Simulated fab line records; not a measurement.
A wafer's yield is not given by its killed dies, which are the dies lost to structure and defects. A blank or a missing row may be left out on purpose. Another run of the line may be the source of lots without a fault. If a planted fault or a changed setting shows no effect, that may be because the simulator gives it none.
Split-lot study	flow n5_finfet	7 lots, 39 wafers read, on a route of 1938 steps

== SPLIT DETAILS ==
At N5_BEOL_M6_ILD_DEP_00 (deposits SiCOH lowk from DEMS/porogen, target thk 179.75 nm, time 33.4 s), the setting target_thk_a was moved away from the recipe's 1797.5 angstrom on 15 of the 39 wafers read, by -59.4% to +50.3%. For the rest of the wafers, this setting stayed at what the recipe calls for.

== BETWEEN THE SPLIT AND THE READING: the file shows 1 step in between ==
- N5_BEOL_M6_CURE_74: cures SiCOH lowk, time 240 s

== THE READING ==
M6_ILD_THK at N5_BEOL_M6_THK_MEAS_01, in nm. On this fab line, fault-free wafers typically give 155.4 nm with a standard deviation of 2.2 nm.

wafer	tool, chamber at the split	target_thk_a as run, angstrom	against the recipe	M6_ILD_THK, nm	against lot-mates on the recipe
L077.1	pecvd-01, 2	2468	+37.3%	214.3	+58.5
L077.2	pecvd-01, 0	2468	+37.3%	212.5	+56.7
L077.3	pecvd-01, 1	1797.5	recipe	154.0	-
L077.4	pecvd-01, 2	1797.5	recipe	158.6	-
L077.5	pecvd-01, 1	2468	+37.3%	216.4	+60.6
L077.6	pecvd-01, 0	1797.5	recipe	154.9	-
L079.1	pecvd-02, 0	1056	-41.3%	88.8	-65.6
L079.2	pecvd-02, 2	1056	-41.3%	90.6	-63.8
L079.3	pecvd-02, 1	1056	-41.3%	88.2	-66.2
L079.4	pecvd-02, 0	1797.5	recipe	155.4	-
L079.5	pecvd-02, 1	1797.5	recipe	154.1	-
L079.6	pecvd-02, 2	1797.5	recipe	153.6	-
L090.1	pecvd-01, 0	1797.5	recipe	153.6	-
L090.2	pecvd-01, 1	1797.5	recipe	152.3	-
L090.5	pecvd-01, 1	1797.5	recipe	156.0	-
L092.1	pecvd-01, 2	2702	+50.3%	235.9	+80.3
L092.2	pecvd-01, 1	1797.5	recipe	153.0	-
L092.3	pecvd-01, 1	1797.5	recipe	154.9	-
L092.4	pecvd-01, 2	2702	+50.3%	239.4	+83.8
L092.5	pecvd-01, 2	1797.5	recipe	158.8	-
L092.6	pecvd-01, 1	2702	+50.3%	236.5	+80.9
L093.1	pecvd-01, 1	729.8	-59.4%	60.7	-94.3
L093.2	pecvd-01, 0	1797.5	recipe	154.0	-
L093.3	pecvd-01, 2	1797.5	recipe	155.2	-
L093.4	pecvd-01, 1	729.8	-59.4%	64.0	-91.0
L093.5	pecvd-01, 0	1797.5	recipe	155.9	-
L093.6	pecvd-01, 2	729.8	-59.4%	66.7	-88.3
L095.1	pecvd-01, 2	1797.5	recipe	156.3	-
L095.2	pecvd-01, 0	1381	-23.2%	116.7	-40.7
L095.3	pecvd-01, 1	1381	-23.2%	117.0	-40.4
L095.4	pecvd-01, 0	1381	-23.2%	120.8	-36.6
L095.5	pecvd-01, 2	1797.5	recipe	159.4	-
L095.6	pecvd-01, 1	1797.5	recipe	156.6	-
L097.1	pecvd-01, 1	1797.5	recipe	155.5	-
L097.2	pecvd-01, 2	1797.5	recipe	158.0	-
L097.3	pecvd-01, 0	1797.5	recipe	154.8	-
L097.4	pecvd-01, 1	1797.5	recipe	158.7	-
L097.5	pecvd-01, 2	1797.5	recipe	160.5	-
L097.6	pecvd-01, 0	1797.5	recipe	157.9	-

THE FIT
A straight line over all 39 wafers: M6_ILD_THK changes by +1.59 nm for each +1% of target_thk_a; r = +1.00; the points scatter about the line by 2.3 nm.
The same after taking each lot's own level away (the mean of its wafers on the recipe; 39 wafers): +1.58 nm for each +1%; r = +1.00; scatter 2.1 nm.
That fit puts the effect of the largest move of target_thk_a on the reading at 94 nm.
The lots' own levels span 153.97 to 157.57 nm, that is 1.6 times the standard deviation above.
So the lot-to-lot level changes the slope little: the two slopes agree.
Check: with one of the wafers moved furthest among these (-59.4%) left out of the fit, the line predicts -93.7 nm for it against its lot-mates. It came out at -94.3 nm against them.

== THESE WAFERS: OTHER SPLITS ==
These wafers also went through other splits before the reading. Each is held against what the fit with the lots' levels taken away leaves over:
other split on the same wafers	wafers away from the commonest value	r with M6_ILD_THK (lot level and that fit taken away)
N5_DUMMY_GATE_ALD_02 target_thk_a	18	-0.21
N5_GATE_CUT_ALD_22 ald_cycles	12	-0.30
N5_BEOL_M0_ALD_136 ald_cycles	9	-0.24
N5_BEOL_M4_HM_DEP_02 target_thk_a	15	-0.17

== THE WHOLE CHAIN: every reading that the file lists as answering this split, in the file's order ==
step	what it does	reading	change (the file's fit)	r (the file's)
N5_BEOL_M6_ILD_DEP_00	deposits SiCOH lowk from DEMS/porogen, target thk 179.75 nm, time 33.4 s	SiCOH_lowk_of_BEOL_M6_ILD_DEP_00.thk_nm (the simulator's own value, which no gauge read)	+1.82 nm for each +1% of the setting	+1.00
N5_BEOL_M6_CURE_74	cures SiCOH lowk, time 240 s	SiCOH_lowk_of_BEOL_M6_ILD_DEP_00.thk_nm (the simulator's own value, which no gauge read)	+1.58 nm for each +1% of the setting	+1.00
N5_BEOL_M6_THK_MEAS_01		M6_ILD_THK	+1.58 for each +1% of the setting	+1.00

== FILE'S OWN FIT ==
M6_ILD_THK changes by +1.58 nm for each +1% of target_thk_a, r = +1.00.
